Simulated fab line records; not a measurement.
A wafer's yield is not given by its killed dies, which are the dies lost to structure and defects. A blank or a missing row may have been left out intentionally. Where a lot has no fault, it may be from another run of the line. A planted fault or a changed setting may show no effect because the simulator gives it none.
Comparing a struck lot with a sound one    flow nand harc    14 out of 1159 route steps
Sound: the wafers L367.1, L367.5, L367.6. Wafers struck: L370.1, L370.2, L370.5. At the end, the cause is stated.
At each step with rows: each side's tool, then ch and its chambers, then its first start. Under that, the readings that differ: sound wafers    struck wafers    difference of the means    sigmas: that difference in standard deviations of wafers without a fault.
alike: words and numbers the same on both sides, and readings whose means are apart by under 2 such deviations; not compared: readings that were withheld, readings missing a value for some wafer, numbers with overlapping values and no deviation given by the record, and bounds like >300 which may hide the same value.
A row with sigmas, a row that says differs or no value, or rows on one side alone: a step with any of these is where the two part. Numbers that have no deviation but don't overlap get no sigmas and don't part them. A reading missing from all wafers of one side parts the sides only when that side holds two or more wafers.

NHARC_P_GATE_INSPECT_28:
  struck on defect inspect-02, day 6 03:58; sound on defect inspect-02, day 5 15:11
  alike: raw defect count
NHARC_P_GATE_DESCUM_31: chemistry O2, time 3 s.
  sound on rie diel-07 ch 0,3, day 5 15:14; struck on rie diel-01 ch 0,1,3, day 6 04:02
  alike: drypump motor current A, oes product au, rf vpp V, showerhead plenum p Torr, throttle valve pct
  not compared: rf hours counter h
then, 3 steps without rows for these wafers: NHARC_P_GATE_ETCH_104 (etches the open film in CF4/CHF3, target depth 60 nm); NHARC_P_GATE_HM_OPEN_105 (chemistry O2/COS, target depth 360 nm); NHARC_P_GATE_STRIP_106 (strips in O2/COS).
NHARC_P_GATE_ETCH_114: etches the open film in CF4/O2, target depth 30 nm, overetch 3 nm, time 16.5 s.
  sound: rie diel-07 ch 1,2,3; struck: rie diel-01 ch 2,3
  alike: drypump motor current A, oes product au, rf vpp V, showerhead plenum p Torr, throttle valve pct
  not compared: rf hours counter h
NHARC_P_GATE_ETCH_32: etches the open film in HBr/Cl2, target depth 150 nm, time 100.1 s.
  sound on rie si-03 ch 0,1,3, day 5 15:49; struck on rie si-01 ch 0,1,2, day 6 04:41
  alike: drypump motor current A, mfc cl2 sccm, oes product au, throttle valve pct
  not compared: rf hours counter h
NHARC_P_GATE_STRIP_108: strips in O2.
  sound on rie diel-07 ch 0,2,3, day 5 15:59; struck on rie diel-03 ch 1,2,3, day 6 04:52
  alike: drypump motor current A, oes product au, rf vpp V, showerhead plenum p Torr, throttle valve pct
  not compared: rf hours counter h
NHARC_P_GATE_CD_MEAS_33:
  struck on cd sem-03, day 6 05:02; sound on cd sem-01, day 5 16:07
  alike: cd nm
then, 3 steps without rows for these wafers: NHARC_P_GATE_STRIP_35 (strips in SPM, time 600 s); NHARC_P_GATE_PRECLEAN_73 (cleans in SC1); NHARC_P_GATE_SRD_74.
NHARC_P_GATE_ALD_36: deposits SiNx, target thk 20 nm, pulse time 60 s, ald cycles 223.
  sound on ald sin-02 ch 0,1,2, day 5 18:39; struck on ald sin-01 ch 0,2, day 6 06:56
  no value came back on the struck wafers for ald cycles, heater power outer w (W), heater power w (W), precursor pulse height rel; on the sound wafers ald cycles reads 223 223 223
  not compared: susceptor temp C
NHARC_P_GATE_ETCHBACK_37: etches the open film in CHF3/O2, target depth 34.5 nm, time 17.2 s.
  sound: rie diel-03 ch 1,2; struck: rie diel-01 ch 1,2,3
  alike: drypump motor current A, oes product au, rf vpp V, showerhead plenum p Torr, throttle valve pct
  not compared: rf hours counter h

WHERE THEY PART
NHARC_P_GATE_ALD_36 only, going by this record. Later steps at which nothing parts them and some readings are alike: NHARC_P_GATE_ETCHBACK_37.

WHY: what the simulator had put in
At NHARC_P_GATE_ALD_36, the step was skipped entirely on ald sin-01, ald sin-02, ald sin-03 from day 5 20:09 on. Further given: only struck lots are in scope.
